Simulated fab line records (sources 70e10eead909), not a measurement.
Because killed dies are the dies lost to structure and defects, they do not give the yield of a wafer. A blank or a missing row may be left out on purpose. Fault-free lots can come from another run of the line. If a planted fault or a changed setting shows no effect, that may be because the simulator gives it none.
fab line records	flow nandHarc
[record] lots = 24	wafers = 72	lastDay = 24
route steps=1159 shown A_BLC@980 A_M0@1004 A_M1@1043
lots that met no fault: taken from a fault-free run of the same line
startH: the number of hours between the record's first day and the start of the first shown wafer of the lot	waitH: hours since the lot's step before	" identical to the entry in the row above	L1.1+2: several wafers, shown together as one row	- no value present, or no start provided	* or withheld: withheld	< > ~ a bound
route shown NAME@n: NAME is a module with steps in the file, n the number in the route of the first one	usual: mean and standard deviation over wafers with no fault	same: alike in all rows	chamber/n: place in a boat	sites: the reading at each site	_std_site: how widely they spread, as a standard deviation	_edge_site: outer sites' mean less inner sites'	radiusMm: for every site, how far away it sits from the centre of the wafer	mask NAME#n: copy n	behind: the last tool/chamber to shape the wafer	hold: why the lot was held/for how many hours/how that ended	device: transistor that didn't switch, given as n, p or np	end of line: the same wafers' tests at the end of the route	a step with no rows: only its recipe	killed: dies lost to structure and defects at the first sort, not the wafer's yield	map: a wafer's dies, marking killed ones x, the rest . and places with no die _
set.NAME: the setting the step ran with; set.NAME@STEP: the setting that earlier step ran with	model.NAME: the simulator's own value behind a step, which no gauge read
route steps across a sampled set of lots; one table per step, one row per wafer
services: the hour from which a tool's chamber was out of use, counted from the record's first day as startH (under 0 if before that day), plus the number of hours and why
[[steps]]
[step NHARC_A_BLC_ETCH_18]
[recipe] targetDepthA = 9100	c4f8FlowSccm = 20	o2FlowSccm = 10	arFlowSccm = withheld	rfW = 600	biasW = 1500	chemistry = C4F8/O2/Ar
[usual] oesProductAu = 0.944/0.022	rfVppV = 976/5.8
lot.wafer	tool	chamber	startH	waitH	oesProductAu	rfHoursCounterH	rfVppV
L076.3	rieDiel-08	3	-	-	0.982	8	972
L076.2	"	1	"	"	0.972	8	973
L076.6	"	2	"	"	0.949	-	980
L075.3	rieDiel-04	0	-	-	0.963	15	986
L075.2	"	1	"	"	0.972	15	974
L075.5	"	1	"	"	0.970	-	975
L077.2	rieDiel-04	2	-	-	0.916	14	969
L077.3	"	3	"	"	0.924	15	969
L077.5	"	3	"	"	0.915	-	969
L080.2	rieDiel-04	1	-	-	0.917	16	974
L080.6	"	2	"	"	0.932	-	968
L080.5	"	3	"	"	0.929	-	971
L078.2	rieDiel-08	1	-	-	0.920	11	976
L078.3	"	0	"	"	0.912	9	983
L078.5	"	1	"	"	0.926	-	973
L079.3	rieDiel-04	1	-	-	0.923	17	974
L079.4	"	2	"	"	0.929	-	970
L079.5	"	0	"	"	0.919	-	986
L074.4	rieDiel-08	2	-	-	0.958	11	980
L074.2	"	3	"	"	0.957	12	971
L074.6	"	1	"	"	0.976	-	975
L081.4	rieDiel-08	1	-	-	0.918	13	974
L081.2	"	2	"	"	0.916	12	981
L081.6	"	1	"	"	0.910	-	973
L082.3	rieDiel-08	3	-	-	0.930	13	972
L082.2	"	1	"	"	0.934	14	973
L082.6	"	3	"	"	0.923	-	971
L083.2	rieDiel-04	3	-	-	0.937	19	969
L083.1	"	0	"	"	0.944	19	986
L083.3	"	1	"	"	0.956	21	975
L085.3	rieDiel-08	3	-	-	0.934	14	973
L085.4	"	0	"	"	0.929	12	983
L085.2	"	1	"	"	0.922	14	974
L084.3	rieDiel-04	0	-	-	0.925	20	985
L084.4	"	2	"	"	0.932	22	969
L084.5	"	1	"	"	0.922	-	974
L088.2	rieDiel-08	3	-	-	0.920	16	971
L088.5	"	2	"	"	0.926	-	979
L088.6	"	3	"	"	0.931	-	972
L087.1	rieDiel-04	3	-	-	0.934	21	968
L087.3	"	0	"	"	0.925	21	984
L087.6	"	2	"	"	0.929	-	968
L086.4	rieDiel-08	0	-	-	0.916	15	982
L086.1	"	1	"	"	0.925	17	973
L086.3	"	2	"	"	0.919	16	980
L089.1	rieDiel-04	1	-	-	0.985	2	976
L089.2	"	3	"	"	0.976	1	969
L089.6	"	0	"	"	0.965	-	985
L090.2	rieDiel-08	2	-	-	0.947	1	979
L090.5	"	0	"	"	0.978	-	981
L090.6	"	1	"	"	0.958	-	973
L094.3	rieDiel-13	1	-	-	0.954	15	979
L094.4	"	2	"	"	0.951	13	988
L094.5	"	0	"	"	0.950	-	981
L091.3	rieDiel-08	2	-	-	0.951	1	980
L091.2	"	3	"	"	0.967	2	972
L091.6	"	2	"	"	0.952	-	979
L092.2	rieDiel-08	3	-	-	0.961	2	971
L092.3	"	1	"	"	0.954	2	974
L092.6	"	2	"	"	0.949	-	979
L093.2	rieDiel-13	3	-	-	0.962	13	986
L093.3	"	0	"	"	0.962	16	981
L093.5	"	0	"	"	0.959	-	981
L095.1	rieDiel-04	2	-	-	0.954	4	968
L095.2	"	3	"	"	0.983	4	969
L095.4	"	0	"	"	0.981	5	986
L096.3	rieDiel-08	2	-	-	0.945	4	981
L096.5	"	0	"	"	0.956	-	982
L096.6	"	2	"	"	0.940	-	980
L097.2	rieDiel-04	0	-	-	0.944	6	985
L097.6	"	3	"	"	0.985	-	969
L097.5	"	0	"	"	0.949	-	987
[step NHARC_A_M0_CD_MEAS_09]
[recipe] targetCdNm = 80	landingEnergyEv = 500
[usual] cdNm = 79.8/0.6
lot.wafer	tool	chamber	startH	waitH	cdNm
L076.2	cdSem-02	0	407.07	-	79.7
L076.3	"	0	"	"	80.3
L076.6	"	0	"	"	79.5
L075.2	cdSem-02	0	410.20	-	79.6
L075.3	"	0	"	"	79.9
L075.5	"	0	"	"	81.1
L077.2	cdSem-03	0	411.53	-	80.5
L077.3	"	0	"	"	79.1
L077.5	"	0	"	"	79.0
L080.2	cdSem-02	0	414.81	-	78.8
L080.5	"	0	"	"	79.5
L080.6	"	0	"	"	78.6
L078.2	cdSem-03	0	421.36	-	80.0
L078.3	"	0	"	"	79.9
L078.5	"	0	"	"	79.5
L079.3	cdSem-03	0	425.88	-	80.1
L079.4	"	0	"	"	78.9
L079.5	"	0	"	"	79.8
L074.2	cdSem-02	0	433.99	-	79.2
L074.4	"	0	"	"	78.8
L074.6	"	0	"	"	79.7
L081.2	cdSem-02	0	439.38	-	80.5
L081.4	"	0	"	"	80.1
L081.6	"	0	"	"	79.9
L082.2	cdSem-03	0	443.07	-	80.2
L082.3	"	0	"	"	79.8
L082.6	"	0	"	"	80.7
L083.1	cdSem-02	0	451.30	-	79.0
L083.2	"	0	"	"	79.9
L083.3	"	0	"	"	80.2
L085.2	cdSem-03	0	451.71	-	80.5
L085.3	"	0	"	"	80.0
L085.4	"	0	"	"	80.0
L084.3	cdSem-03	0	472.69	-	79.2
L084.4	"	0	"	"	79.5
L084.5	"	0	"	"	79.8
L088.2	cdSem-02	0	478.00	-	79.6
L088.5	"	0	"	"	80.1
L088.6	"	0	"	"	79.6
L087.1	cdSem-03	0	478.38	-	81.0
L087.3	"	0	"	"	80.5
L087.6	"	0	"	"	80.8
L086.1	cdSem-03	0	484.48	-	80.2
L086.3	"	0	"	"	80.5
L086.4	"	0	"	"	81.0
L089.1	cdSem-01	0	495.60	-	79.3
L089.2	"	0	"	"	79.6
L089.6	"	0	"	"	79.5
L090.2	cdSem-01	0	503.81	-	79.6
L090.5	"	0	"	"	80.5
L090.6	"	0	"	"	80.0
L094.3	cdSem-01	0	504.83	-	80.2
L094.4	"	0	"	"	79.4
L094.5	"	0	"	"	79.8
L091.2	cdSem-03	0	508.43	-	79.6
L091.3	"	0	"	"	79.8
L091.6	"	0	"	"	81.2
L092.2	cdSem-03	0	511.99	-	80.3
L092.3	"	0	"	"	79.2
L092.6	"	0	"	"	79.1
L093.2	cdSem-01	0	512.39	-	80.7
L093.3	"	0	"	"	80.0
L093.5	"	0	"	"	79.8
L095.1	cdSem-01	0	520.82	-	80.1
L095.2	"	0	"	"	80.3
L095.4	"	0	"	"	80.1
L096.3	cdSem-03	0	524.47	-	80.6
L096.5	"	0	"	"	79.3
L096.6	"	0	"	"	80.1
L097.2	cdSem-02	0	532.98	-	79.9
L097.5	"	0	"	"	78.7
L097.6	"	0	"	"	80.5
[step NHARC_A_M0_STRIP_18]
[recipe] powerW = 1000	n2FlowSccm = 150	h2FlowSccm = 150	arFlowSccm = 0	biasW = 0	chemistry = N2/H2
[usual] drypumpMotorCurrentA = 5.6/0.45	oesProductAu = 0.996/0.0091	rfVppV = 90.4/0.86	showerheadPlenumPTorr = 2.00/0.073	throttleValvePct = 14.172/0.0094
lot.wafer	tool	chamber	startH	waitH	drypumpMotorCurrentA	oesProductAu	rfHoursCounterH	rfVppV	showerheadPlenumPTorr	throttleValvePct
L076.2	rieDiel-02	1	407.62	0.1	5.0	1.005	4	92.1	2.18	14.182
L076.3	"	0	"	"	5.6	1.007	6	89.5	1.98	14.181
L076.6	"	1	"	"	5.0	1.001	-	92.5	2.18	14.184
L075.2	rieDiel-09	0	410.76	0.1	5.2	0.974	11	90.9	1.95	14.165
L075.3	"	3	"	"	6.2	0.988	10	90.4	1.98	14.182
L075.5	"	0	"	"	5.2	0.983	-	90.4	1.95	14.169
L077.3	rieDiel-02	3	412.09	0.1	6.0	0.994	6	91.8	2.03	14.177
L077.2	"	1	"	"	5.0	0.997	4	91.9	2.18	14.167
L077.5	"	3	"	"	6.0	1.002	-	90.2	2.03	14.171
L080.2	rieDiel-12	1	415.44	0.1	5.8	0.989	2	90.4	2.01	14.174
L080.6	"	2	"	"	5.3	0.994	-	89.9	1.91	14.167
L080.5	"	3	"	"	5.0	0.998	-	91.5	2.01	14.175
L078.3	rieDiel-12	0	421.93	0.1	5.5	1.006	3	90.5	1.95	14.175
L078.2	"	1	"	"	5.8	0.988	2	90.0	2.01	14.150
L078.5	"	0	"	"	5.5	1.004	-	90.2	1.95	14.165
L079.3	rieDiel-12	2	426.48	0.1	5.3	1.001	3	90.8	1.91	14.157
L079.4	"	0	"	"	5.5	1.016	3	90.5	1.95	14.182
L079.5	"	2	"	"	5.3	0.991	-	90.6	1.91	14.174
L074.2	rieDiel-12	0	434.60	0.1	5.6	1.003	4	89.8	1.95	14.192
L074.4	"	1	"	"	5.8	0.989	3	90.3	2.01	14.169
L074.6	"	3	"	"	5.0	0.999	-	89.7	2.01	14.189
L081.4	rieDiel-12	1	439.99	0.1	5.8	0.999	3	91.2	2.01	14.157
L081.2	"	2	"	"	5.3	0.992	4	89.7	1.91	14.168
L081.6	"	3	"	"	5.0	1.010	-	91.0	2.01	14.189
L082.2	rieDiel-02	2	443.63	0.1	5.9	1.006	7	91.3	2.03	14.159
L082.3	"	0	"	"	5.6	1.000	8	90.9	1.98	14.171
L082.6	"	3	"	"	6.0	1.001	-	91.9	2.03	14.158
L083.1	rieDiel-02	3	452.02	0.1	6.0	0.993	9	91.1	2.03	14.166
L083.2	"	1	"	"	5.0	1.004	8	92.2	2.18	14.172
L083.3	"	2	"	"	5.9	1.004	8	90.7	2.03	14.175
L085.4	rieDiel-09	0	452.27	0.1	5.2	0.994	1	90.5	1.95	14.157
L085.2	"	1	"	"	5.1	0.999	1	89.8	2.11	14.181
L085.3	"	3	"	"	6.2	1.001	1	89.9	1.97	14.181
L084.3	rieDiel-02	0	473.27	0.1	5.6	1.008	12	89.6	1.98	14.152
L084.4	"	3	"	"	6.0	0.997	12	90.4	2.03	14.170
L084.5	"	1	"	"	5.0	1.004	-	91.2	2.18	14.172
L088.2	rieDiel-12	0	478.57	0.1	5.5	1.013	8	89.7	1.95	14.170
L088.6	"	0	"	"	5.5	1.005	-	89.4	1.94	14.173
L088.5	"	1	"	"	5.8	0.984	-	90.7	2.00	14.174
L087.3	rieDiel-12	2	478.98	0.1	5.3	0.979	7	90.2	1.91	14.186
L087.1	"	0	"	"	5.5	1.002	8	89.4	1.95	14.161
L087.6	"	0	"	"	5.5	1.013	-	91.5	1.94	14.171
L086.1	rieDiel-02	3	485.08	0.1	6.0	0.992	12	91.3	2.03	14.176
L086.3	"	0	"	"	5.6	1.004	12	91.8	1.98	14.185
L086.4	"	1	"	"	5.0	1.001	11	91.5	2.18	14.168
L089.1	rieDiel-09	0	496.18	0.1	5.2	0.998	2	89.3	1.95	14.171
L089.2	"	2	"	"	6.4	1.001	3	90.5	1.92	14.171
L089.6	"	3	"	"	6.2	0.994	-	90.2	1.97	14.173
L090.2	rieDiel-12	2	504.39	0.1	5.3	0.990	9	90.5	1.91	14.162
L090.6	"	2	"	"	5.3	0.995	-	89.4	1.91	14.159
L090.5	"	3	"	"	5.0	0.999	-	91.0	2.01	14.176
L094.3	rieDiel-09	0	505.40	0.1	5.2	0.984	3	90.2	1.95	14.170
L094.4	"	3	"	"	6.2	0.991	4	88.9	1.97	14.165
L094.5	"	0	"	"	5.2	0.992	-	90.1	1.95	14.160
L091.3	rieDiel-09	3	509.00	0.1	6.2	0.995	4	92.1	1.97	14.172
L091.2	"	2	"	"	6.4	0.992	3	89.2	1.92	14.166
L091.6	"	3	"	"	6.2	1.005	-	91.0	1.97	14.172
L092.2	rieDiel-09	3	512.56	0.1	6.2	0.983	4	90.7	1.97	14.157
L092.3	"	0	"	"	5.2	0.992	3	90.3	1.95	14.169
L092.6	"	3	"	"	6.2	0.988	-	90.0	1.97	14.176
L093.2	rieDiel-09	1	512.96	0.1	5.1	0.995	3	91.1	2.11	14.171
L093.3	"	3	"	"	6.2	0.987	4	90.1	1.97	14.169
L093.5	"	2	"	"	6.4	0.989	-	91.3	1.92	14.179
L095.4	rieDiel-12	3	521.43	0.1	4.9	0.995	9	90.3	2.01	14.181
L095.2	"	0	"	"	5.5	1.011	11	90.7	1.94	14.187
L095.1	"	1	"	"	5.8	0.981	10	89.4	2.00	14.189
L096.3	rieDiel-09	3	525.05	0.1	6.2	1.001	5	90.5	1.97	14.171
L096.6	"	2	"	"	6.4	0.993	-	89.4	1.92	14.171
L096.5	"	3	"	"	6.2	0.998	-	90.0	1.97	14.174
L097.2	rieDiel-02	0	533.54	0.1	5.6	0.994	1	89.7	1.98	14.162
L097.6	"	0	"	"	5.6	0.990	-	90.6	1.98	14.168
L097.5	"	1	"	"	5.0	0.998	-	92.9	2.18	14.162
[step NHARC_A_M0_DEP_32]
[recipe] targetThkA = 300	tempC = 370	targetThkNm = 30	pressureTorr = 3	flowSccm = 200	rfW = 450	material = SiCN
[usual] heaterPowerW = 602/120
lot.wafer	tool	chamber	startH	waitH	heaterPowerW
L076.3	pecvd-03	2	409.99	0.1	879
L076.2	"	0	"	"	526
L076.6	"	1	"	"	534
L075.2	pecvd-03	2	413.08	0.1	814
L075.3	"	0	"	"	486
L075.5	"	1	"	"	502
L077.3	pecvd-04	1	414.42	0.1	731
L077.2	"	2	"	"	657
L077.5	"	0	"	"	659
L080.2	pecvd-04	1	417.64	0.1	732
L080.5	"	1	"	"	708
L080.6	"	0	"	"	729
L078.3	pecvd-04	1	424.19	0.1	664
L078.2	"	2	"	"	641
L078.5	"	1	"	"	645
L079.3	pecvd-02	2	428.78	0.1	447
L079.5	"	1	"	"	550
L079.4	"	2	"	"	443
L074.2	pecvd-02	0	437.06	0.1	692
L074.6	"	1	"	"	566
L074.4	"	0	"	"	680
L081.2	pecvd-02	0	442.27	0.1	657
L081.6	"	2	"	"	446
L081.4	"	0	"	"	672
L082.2	pecvd-04	0	446.31	0.1	629
L082.3	"	2	"	"	638
L082.6	"	2	"	"	629
L083.3	pecvd-02	0	454.56	0.1	700
L083.2	"	1	"	"	560
L083.1	"	2	"	"	426
L085.3	pecvd-04	0	454.86	0.1	674
L085.2	"	1	"	"	710
L085.4	"	1	"	"	721
L084.3	pecvd-02	2	475.78	0.1	425
L084.4	"	1	"	"	559
L084.5	"	2	"	"	439
L088.2	pecvd-02	2	481.05	0.1	445
L088.5	"	0	"	"	669
L088.6	"	1	"	"	565
L087.3	pecvd-02	0	481.95	0.1	632
L087.1	"	2	"	"	378
L087.6	"	0	"	"	639
L086.3	pecvd-03	2	487.42	0.1	875
L086.1	"	0	"	"	537
L086.4	"	1	"	"	509
L089.2	pecvd-02	2	498.46	0.1	458
L089.1	"	0	"	"	637
L089.6	"	2	"	"	445
L090.2	pecvd-03	2	506.67	0.1	847
L090.5	"	2	"	"	880
L090.6	"	0	"	"	519
L094.3	pecvd-04	0	507.86	0.2	604
L094.4	"	1	"	"	683
L094.5	"	1	"	"	696
L091.2	pecvd-02	2	511.63	0.1	437
L091.3	"	1	"	"	567
L091.6	"	1	"	"	595
L092.2	pecvd-03	0	514.86	0.1	568
L092.3	"	1	"	"	486
L092.6	"	0	"	"	578
L093.2	pecvd-03	2	515.20	0.1	814
L093.3	"	1	"	"	517
L093.5	"	2	"	"	827
L095.1	pecvd-04	0	523.69	0.1	571
L095.2	"	1	"	"	700
L095.4	"	0	"	"	603
L096.3	pecvd-04	1	527.35	0.1	725
L096.5	"	2	"	"	553
L096.6	"	1	"	"	723
L097.2	pecvd-02	2	535.96	0.1	404
L097.6	"	2	"	"	409
L097.5	"	0	"	"	591
[step NHARC_A_M1_STRIP_18]
[recipe] powerW = 1000	n2FlowSccm = 150	h2FlowSccm = 150	arFlowSccm = 0	biasW = 0	chemistry = N2/H2
[usual] drypumpMotorCurrentA = 6.0/0.39	oesProductAu = 1.003/0.0091	rfVppV = 90.7/0.88	showerheadPlenumPTorr = 2.05/0.069	throttleValvePct = 14.172/0.01
lot.wafer	tool	chamber	startH	waitH	drypumpMotorCurrentA	oesProductAu	rfHoursCounterH	rfVppV	showerheadPlenumPTorr	throttleValvePct
L076.2	rieDiel-10	1	411.70	0.1	5.4	1.009	4	91.4	2.17	14.182
L076.3	"	0	"	"	6.1	1.005	2	90.3	2.09	14.177
L076.6	"	1	"	"	5.4	1.016	-	91.3	2.17	14.160
L075.3	rieDiel-01	1	414.80	0.1	6.2	1.019	7	90.8	2.00	14.170
L075.2	"	3	"	"	5.9	0.993	7	90.6	2.01	14.171
L075.5	"	0	"	"	6.7	0.994	-	90.9	2.09	14.182
L077.3	rieDiel-01	3	416.18	0.1	5.9	0.985	7	90.6	2.01	14.156
L077.2	"	0	"	"	6.7	1.000	7	89.6	2.09	14.169
L077.5	"	0	"	"	6.7	1.006	-	90.4	2.09	14.177
L080.2	rieDiel-05	2	419.49	0.1	5.3	0.995	2	89.8	2.10	14.169
L080.6	"	0	"	"	5.6	0.982	-	91.0	2.09	14.165
L080.5	"	1	"	"	6.0	1.000	-	89.2	1.95	14.202
L078.2	rieDiel-01	0	426.00	0.1	6.7	1.002	8	91.0	2.09	14.194
L078.3	"	2	"	"	6.2	1.008	7	89.8	1.95	14.177
L078.5	"	0	"	"	6.7	0.997	-	89.8	2.09	14.180
L079.4	rieDiel-05	2	430.37	0.1	5.3	1.001	2	90.5	2.10	14.172
L079.3	"	0	"	"	5.6	1.000	2	90.3	2.09	14.161
L079.5	"	2	"	"	5.3	0.993	-	91.4	2.10	14.177
L074.2	rieDiel-10	2	438.85	0.1	5.8	0.999	5	90.2	1.96	14.178
L074.4	"	0	"	"	6.1	1.010	4	91.1	2.09	14.172
L074.6	"	1	"	"	5.4	1.007	-	92.2	2.16	14.169
L081.4	rieDiel-10	0	443.98	0.1	6.1	1.015	4	90.0	2.09	14.190
L081.2	"	2	"	"	5.8	0.996	6	90.7	1.96	14.181
L081.6	"	0	"	"	6.1	1.011	-	90.9	2.09	14.151
L082.3	rieDiel-10	3	448.12	0.1	5.9	1.001	6	89.5	2.07	14.173
L082.2	"	0	"	"	6.1	1.002	4	90.7	2.08	14.168
L082.6	"	0	"	"	6.1	1.008	-	92.3	2.09	14.165
L083.2	rieDiel-01	3	456.27	0.1	5.9	0.998	9	90.3	2.01	14.181
L083.3	"	1	"	"	6.2	1.004	10	89.9	2.00	14.177
L083.1	"	2	"	"	6.2	1.000	9	90.1	1.95	14.160
L085.3	rieDiel-01	1	456.74	0.1	6.2	1.012	10	90.1	2.00	14.181
L085.2	"	2	"	"	6.2	0.998	9	90.0	1.95	14.175
L085.4	"	3	"	"	5.9	0.984	9	90.8	2.01	14.167
L084.4	rieDiel-10	2	478.53	0.1	5.8	1.015	8	90.3	1.96	14.172
L084.3	"	0	"	"	6.1	1.010	6	90.7	2.08	14.188
L084.5	"	2	"	"	5.8	1.011	-	90.8	1.96	14.173
L088.2	rieDiel-10	1	483.10	0.1	5.4	1.017	7	89.6	2.16	14.175
L088.5	"	3	"	"	5.9	1.005	-	91.7	2.07	14.168
L088.6	"	0	"	"	6.1	1.011	-	90.8	2.08	14.173
L087.1	rieDiel-01	2	483.83	0.1	6.2	1.007	10	89.0	1.95	14.168
L087.3	"	1	"	"	6.2	0.999	11	91.4	2.00	14.176
L087.6	"	0	"	"	6.7	1.009	-	91.1	2.09	14.158
L086.1	rieDiel-01	1	489.26	0.1	6.2	0.994	11	91.2	2.00	14.169
L086.3	"	0	"	"	6.7	1.002	12	89.9	2.09	14.158
L086.4	"	0	"	"	6.7	0.995	-	91.3	2.09	14.185
L089.2	rieDiel-10	3	500.45	0.1	5.9	1.002	10	90.7	2.07	14.170
L089.1	"	0	"	"	6.1	1.005	9	90.9	2.08	14.171
L089.6	"	2	"	"	5.8	0.993	-	87.9	1.96	14.163
L090.2	rieDiel-01	2	508.62	0.1	6.2	1.005	1	90.6	1.95	14.174
L090.5	"	2	"	"	6.2	1.012	-	90.3	1.95	14.165
L090.6	"	1	"	"	6.2	0.999	-	91.1	2.00	14.167
L094.3	rieDiel-05	0	509.70	0.1	5.5	0.989	4	90.5	2.09	14.177
L094.4	"	2	"	"	5.3	0.990	4	92.0	2.10	14.189
L094.5	"	0	"	"	5.5	0.987	-	91.7	2.09	14.166
L091.2	rieDiel-05	1	513.51	0.1	6.0	1.002	4	88.7	1.95	14.176
L091.3	"	2	"	"	5.3	0.984	4	92.7	2.10	14.173
L091.6	"	1	"	"	6.0	0.996	-	88.8	1.95	14.166
L092.2	rieDiel-01	0	517.02	0.1	6.7	0.991	2	93.0	2.09	14.194
L092.3	"	3	"	"	5.9	0.993	1	89.4	2.01	14.171
L092.6	"	1	"	"	6.2	0.993	-	91.7	2.00	14.146
L093.3	rieDiel-10	0	517.19	0.1	6.1	1.014	10	90.0	2.08	14.163
L093.2	"	2	"	"	5.8	0.992	11	89.6	1.96	14.176
L093.5	"	0	"	"	6.1	1.004	-	91.4	2.08	14.167
L095.2	rieDiel-10	1	525.52	0.1	5.4	1.027	11	91.8	2.16	14.162
L095.1	"	2	"	"	5.8	1.009	12	90.9	1.96	14.167
L095.4	"	2	"	"	5.8	1.008	-	89.1	1.96	14.149
L096.3	rieDiel-10	2	528.95	0.1	5.8	1.004	12	89.4	1.96	14.186
L096.6	"	2	"	"	5.8	1.001	-	90.6	1.96	14.175
L096.5	"	0	"	"	6.1	1.013	-	90.8	2.08	14.154
L097.2	rieDiel-05	2	537.78	0.1	5.3	0.990	0	91.5	2.10	14.175
L097.5	"	2	"	"	5.3	0.991	-	91.6	2.10	14.169
L097.6	"	3	"	"	6.1	1.006	-	92.0	2.08	14.172
[step NHARC_A_M1_ETCH_28]
[recipe] targetDepthA = 300	overEtchFrac = 0.3	timeS = 72.99	ionEnergyEv = 150	cf4FlowSccm = 50	n2FlowSccm = 100	arFlowSccm = 150	rfW = 300	biasW = 100	chemistry = CF4/N2
[usual] drypumpMotorCurrentA = 6.0/0.38	oesProductAu = 1.004/0.01	rfVppV = 314.3/1.6	showerheadPlenumPTorr = 2.63/0.08	throttleValvePct = 19.795/0.0095
[same] timeS = 72.99
lot.wafer	tool	chamber	startH	waitH	drypumpMotorCurrentA	oesProductAu	rfHoursCounterH	rfVppV	showerheadPlenumPTorr	throttleValvePct
L076.2	rieDiel-10	3	-	-	5.9	1.017	4	314.1	2.66	19.805
L076.3	"	1	"	"	5.4	1.018	4	316.3	2.77	19.784
L076.6	"	3	"	"	5.9	1.015	-	314.4	2.66	19.785
L075.3	rieDiel-01	1	-	-	6.2	1.020	7	313.3	2.58	19.795
L075.2	"	3	"	"	5.9	0.992	7	314.2	2.59	19.796
L075.5	"	1	"	"	6.2	1.004	-	313.8	2.58	19.804
L077.2	rieDiel-01	1	-	-	6.2	1.005	7	312.2	2.58	19.804
L077.3	"	2	"	"	6.2	1.009	7	313.2	2.53	19.807
L077.5	"	3	"	"	5.9	0.988	-	311.9	2.59	19.803
L080.2	rieDiel-05	0	-	-	5.5	0.992	2	315.4	2.69	19.796
L080.5	"	3	"	"	6.0	1.010	-	314.4	2.67	19.795
L080.6	"	0	"	"	5.6	0.985	-	315.5	2.69	19.799
L078.2	rieDiel-01	3	-	-	5.9	0.999	7	313.1	2.59	19.794
L078.3	"	0	"	"	6.7	0.998	8	313.9	2.68	19.791
L078.5	"	0	"	"	6.7	0.994	-	314.1	2.68	19.797
L079.3	rieDiel-05	0	-	-	5.5	0.991	2	316.1	2.69	19.787
L079.4	"	1	"	"	6.0	1.008	2	313.1	2.52	19.797
L079.5	"	3	"	"	6.0	1.000	-	314.8	2.67	19.810
L074.4	rieDiel-10	2	-	-	5.8	0.999	5	312.1	2.53	19.808
L074.2	"	0	"	"	6.1	1.017	4	315.7	2.68	19.793
L074.6	"	2	"	"	5.7	0.998	-	310.5	2.53	19.790
L081.4	rieDiel-10	2	-	-	5.8	0.999	6	311.7	2.53	19.777
L081.2	"	0	"	"	6.1	1.029	4	314.6	2.68	19.806
L081.6	"	1	"	"	5.4	1.024	-	316.3	2.77	19.796
L082.3	rieDiel-10	2	-	-	5.8	0.995	6	314.1	2.53	19.797
L082.2	"	3	"	"	5.9	1.009	6	316.5	2.66	19.799
L082.6	"	3	"	"	5.9	0.989	-	315.0	2.66	19.789
L083.3	rieDiel-01	2	-	-	6.2	0.995	9	311.2	2.52	19.797
L083.1	"	3	"	"	5.9	0.986	9	313.6	2.59	19.802
L083.2	"	1	"	"	6.2	1.002	10	312.6	2.58	19.789
L085.2	rieDiel-01	0	-	-	6.7	1.011	10	313.5	2.68	19.798
L085.3	"	1	"	"	6.2	0.999	10	312.8	2.58	19.787
L085.4	"	3	"	"	5.9	0.994	9	315.4	2.59	19.789
L084.4	rieDiel-10	2	-	-	5.7	1.007	8	312.3	2.53	19.803
L084.3	"	3	"	"	5.9	1.003	7	314.4	2.66	19.794
L084.5	"	1	"	"	5.4	1.018	-	316.4	2.77	19.797
L088.2	rieDiel-10	1	-	-	5.4	1.015	7	316.3	2.77	19.814
L088.6	"	0	"	"	6.1	1.014	-	314.6	2.68	19.782
L088.5	"	1	"	"	5.4	1.018	-	316.7	2.77	19.790
L087.1	rieDiel-01	2	-	-	6.2	1.009	10	311.6	2.52	19.781
L087.3	"	0	"	"	6.7	0.999	12	315.9	2.68	19.787
L087.6	"	0	"	"	6.7	1.002	-	317.4	2.68	19.791
L086.1	rieDiel-01	3	-	-	5.9	1.000	10	314.8	2.59	19.794
L086.3	"	0	"	"	6.7	1.003	12	314.7	2.68	19.793
L086.4	"	1	"	"	6.2	1.006	11	313.1	2.58	19.800
L089.2	rieDiel-10	2	-	-	5.8	1.003	11	312.6	2.53	19.781
L089.1	"	3	"	"	5.9	1.017	10	314.4	2.66	19.803
L089.6	"	2	"	"	5.8	1.005	-	312.2	2.53	19.819
L090.2	rieDiel-01	1	-	-	6.2	1.010	1	315.1	2.58	19.770
L090.6	"	0	"	"	6.7	1.019	-	315.1	2.68	19.781
L090.5	"	2	"	"	6.2	1.013	-	312.7	2.52	19.799
L094.4	rieDiel-05	3	-	-	6.1	1.002	4	315.8	2.67	19.787
L094.3	"	0	"	"	5.6	0.984	4	315.3	2.69	19.775
L094.5	"	3	"	"	6.1	1.015	-	316.6	2.67	19.804
L091.3	rieDiel-05	1	-	-	6.0	1.003	4	312.7	2.52	19.790
L091.2	"	2	"	"	5.3	0.987	4	316.0	2.70	19.798
L091.6	"	1	"	"	6.0	1.002	-	311.9	2.52	19.796
L092.3	rieDiel-01	2	-	-	6.2	0.992	2	312.0	2.52	19.795
L092.2	"	3	"	"	5.9	0.991	1	314.4	2.59	19.791
L092.6	"	0	"	"	6.7	0.999	-	317.3	2.68	19.788
L093.2	rieDiel-10	3	-	-	5.9	1.007	11	315.0	2.66	19.792
L093.3	"	2	"	"	5.8	1.001	11	312.4	2.53	19.798
L093.5	"	0	"	"	6.1	1.016	-	314.1	2.68	19.802
L095.1	rieDiel-10	0	-	-	6.1	1.016	11	314.7	2.68	19.782
L095.2	"	2	"	"	5.8	1.019	12	311.9	2.53	19.789
L095.4	"	1	"	"	5.4	1.018	-	316.6	2.77	19.814
L096.3	rieDiel-10	1	-	-	5.4	1.017	11	316.9	2.77	19.810
L096.6	"	0	"	"	6.1	1.014	-	316.3	2.68	19.804
L096.5	"	1	"	"	5.4	1.029	-	314.2	2.77	19.801
L097.2	rieDiel-05	2	-	-	5.3	0.988	0	315.6	2.70	19.802
L097.6	"	0	"	"	5.5	0.993	-	315.1	2.69	19.791
L097.5	"	1	"	"	6.0	0.994	-	313.0	2.52	19.800
[[services]]
tool	chamber	startH	hours	kind
rieDiel-10	0	390.80	8.5	repair
rieDiel-05	2	393.23	3.3	repair
rieDiel-05	1	402.01	13.6	repair
rieDiel-08	0	410.20	6.9	repair
rieDiel-04	3	418.59	6.9	repair
rieDiel-04	0	436.96	6.9	repair
rieDiel-10	1	447.32	18.0	repair
rieDiel-05	-	456.25	1.9	repair
rieDiel-10	3	464.01	14.4	repair
rieDiel-04	-	465.98	9.0	pm
rieDiel-01	3	478.76	1.2	repair
rieDiel-08	-	478.80	9.0	pm
rieDiel-01	3	482.61	6.8	repair
rieDiel-01	-	491.80	9.0	pm
rieDiel-05	0	499.51	1.6	repair
rieDiel-04	-	500.12	0.5	repair
rieDiel-08	0	501.42	9.7	repair
rieDiel-01	3	507.57	8.9	repair
rieDiel-08	1	513.56	11.1	repair
pecvd-02	-	515.22	13.0	pm
rieDiel-10	3	520.18	9.0	repair
rieDiel-10	-	522.50	1.4	repair
rieDiel-10	-	530.50	9.0	pm
rieDiel-08	-	535.17	0.4	repair
[[key]]
fault none
